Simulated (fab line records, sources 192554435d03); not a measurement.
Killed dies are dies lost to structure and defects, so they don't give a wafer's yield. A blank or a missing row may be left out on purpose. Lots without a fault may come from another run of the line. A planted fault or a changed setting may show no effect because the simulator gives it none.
Split-lot experiment | flow n5_finfet | 7 lots, 21 wafers read, on a route of 1938 steps

THE SPLIT
At N5_MOL_CONTACT_COAG_COAT_76 (time 60 s, resist thk 10 nm), the setting spin_rpm was moved away from the recipe's 1500 rpm on 10 of the 21 wafers read, by -10.0% to +6.2%. The other wafers ran this setting at the recipe's value.

FROM THE SPLIT TO THE READING: what the file shows between them, 7 steps
- N5_MOL_CONTACT_COAG_COAT_77: time 60 s, resist thk 10 nm
- N5_MOL_CONTACT_COAG_COAT_78: resist thk 40 nm
- N5_MOL_CONTACT_COAG_DESCUM_88: chemistry O2, time 7 s
- N5_MOL_CONTACT_COAG_ETCH_89: etches underlayer in N2/H2, target depth 13 nm, time 10.4 s
- N5_MOL_CONTACT_COAG_ETCH_90: etches SiARC in CF4, target depth 13 nm, time 21.7 s
- N5_MOL_CONTACT_COAG_ALD_131: deposits SiO2, target thk 5 nm, pulse time 1 s, co reactant pulse time 1 s
- N5_MOL_CONTACT_COAG_ETCHBACK_132: etches SiO2 in CHF3, target depth 10 nm, time 6.7 s

THE READING
SiARC_of_MOL_CONTACT_COAG_COAT_76.thk_nm (the simulator's own value, which no gauge read), in nm, at N5_MOL_CONTACT_COAG_ETCH_91 (etches SOC in N2/H2, target depth 60 nm, overetch 21 nm, time 101.2 s). The file gives no usual value for it. The 11 wafers here that ran the recipe average 5.9 nm, standard deviation 0.089 nm.

wafer  | tool, chamber at the split | spin_rpm as run, rpm | against the recipe | SiARC_of_MOL_CONTACT_COAG_COAT_76.thk_nm, nm | against lot-mates on the recipe
L077.1 | litho_track-01, 0          | 1500                 | recipe             | 5.8                                          | -
L077.3 | litho_track-01, 0          | 1500                 | recipe             | 5.8                                          | -
L077.5 | litho_track-01, 0          | 1500                 | recipe             | 5.8                                          | -
L082.1 | litho_track-03, 0          | 1500                 | recipe             | 6                                            | -
L082.3 | litho_track-03, 0          | 1398                 | -6.8%              | 6.4                                          | +0.4
L082.5 | litho_track-03, 0          | 1398                 | -6.8%              | 6.2                                          | +0.2
L087.2 | litho_track-04, 0          | 1593                 | +6.2%              | 5.6                                          | -0.2
L087.3 | litho_track-04, 0          | 1593                 | +6.2%              | 5.6                                          | -0.2
L087.5 | litho_track-04, 0          | 1500                 | recipe             | 5.8                                          | -
L092.3 | litho_track-04, 0          | 1381                 | -7.9%              | 6.2                                          | +0.2
L092.4 | litho_track-04, 0          | 1381                 | -7.9%              | 6.2                                          | +0.2
L092.6 | litho_track-04, 0          | 1500                 | recipe             | 6                                            | -
L094.1 | litho_track-03, 0          | 1500                 | recipe             | 6                                            | -
L094.3 | litho_track-03, 0          | 1500                 | recipe             | 5.8                                          | -
L094.4 | litho_track-03, 0          | 1500                 | recipe             | 5.8                                          | -
L095.1 | litho_track-04, 0          | 1369                 | -8.7%              | 6.2                                          | +0.4
L095.2 | litho_track-04, 0          | 1369                 | -8.7%              | 6.2                                          | +0.4
L095.3 | litho_track-04, 0          | 1500                 | recipe             | 5.8                                          | -
L097.3 | litho_track-01, 0          | 1350                 | -10.0%             | 6.4                                          | +0.6
L097.4 | litho_track-01, 0          | 1350                 | -10.0%             | 6.4                                          | +0.6
L097.6 | litho_track-01, 0          | 1500                 | recipe             | 5.8                                          | -

THE FIT
A straight line over all 21 wafers: SiARC_of_MOL_CONTACT_COAG_COAT_76.thk_nm changes by -0.0479 nm for each +1% of spin_rpm; r = -0.94; the points scatter about the line by 0.091 nm.
The same after taking each lot's own level away (the mean of its wafers on the recipe; 21 wafers): -0.0434 nm for each +1%; r = -0.93; scatter 0.089 nm.
On that fit, the largest move of spin_rpm shifts the reading by 0.43 nm.
The lots' own levels span 5.80 to 6.00 nm, that is 2.2 times the standard deviation above.
So the lot-to-lot level changes the slope: the two fits differ.
Check: with one of the wafers moved furthest among these (-10.0%) left out of the fit, the line predicts +0.417 nm for it against its lot-mates. It came out at +0.6 nm against them.

THE WHOLE CHAIN: every reading that the file lists as answering this split, in the file's order
step                             | what it does                                                          | reading                                                                                     | change (the file's fit)                | r (the file's)
N5_MOL_CONTACT_COAG_COAT_76      | time 60 s, resist thk 10 nm                                           | SiARC_of_MOL_CONTACT_COAG_COAT_76.thk_nm (the simulator's own value, which no gauge read)   | -0.054 nm for each +1% of the setting  | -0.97
N5_MOL_CONTACT_COAG_ETCH_90      | etches SiARC in CF4, target depth 13 nm, time 21.7 s                  | etch_rf_on_time_s                                                                           | withheld for each +1% of the setting   | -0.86
N5_MOL_CONTACT_COAG_ETCH_90      | etches SiARC in CF4, target depth 13 nm, time 21.7 s                  | etch.depth_nm (the simulator's own value, which no gauge read)                              | -0.0527 nm for each +1% of the setting | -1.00
N5_MOL_CONTACT_COAG_ETCH_90      | etches SiARC in CF4, target depth 13 nm, time 21.7 s                  | CAR-EUV_of_MOL_CONTACT_COAG_COAT_78.thk_nm (the simulator's own value, which no gauge read) | +0.044 nm for each +1% of the setting  | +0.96
N5_MOL_CONTACT_COAG_ETCHBACK_132 | etches SiO2 in CHF3, target depth 10 nm, time 6.7 s                   | CAR-EUV_of_MOL_CONTACT_COAG_COAT_78.thk_nm (the simulator's own value, which no gauge read) | +0.0467 nm for each +1% of the setting | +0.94
N5_MOL_CONTACT_COAG_ETCH_91      | etches SOC in N2/H2, target depth 60 nm, overetch 21 nm, time 101.2 s | SiARC_of_MOL_CONTACT_COAG_COAT_76.thk_nm (the simulator's own value, which no gauge read)   | -0.0443 nm for each +1% of the setting | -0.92

THE FILE'S OWN FIT
SiARC_of_MOL_CONTACT_COAG_COAT_76.thk_nm changes by -0.0443 nm for each +1% of spin_rpm, r = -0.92.
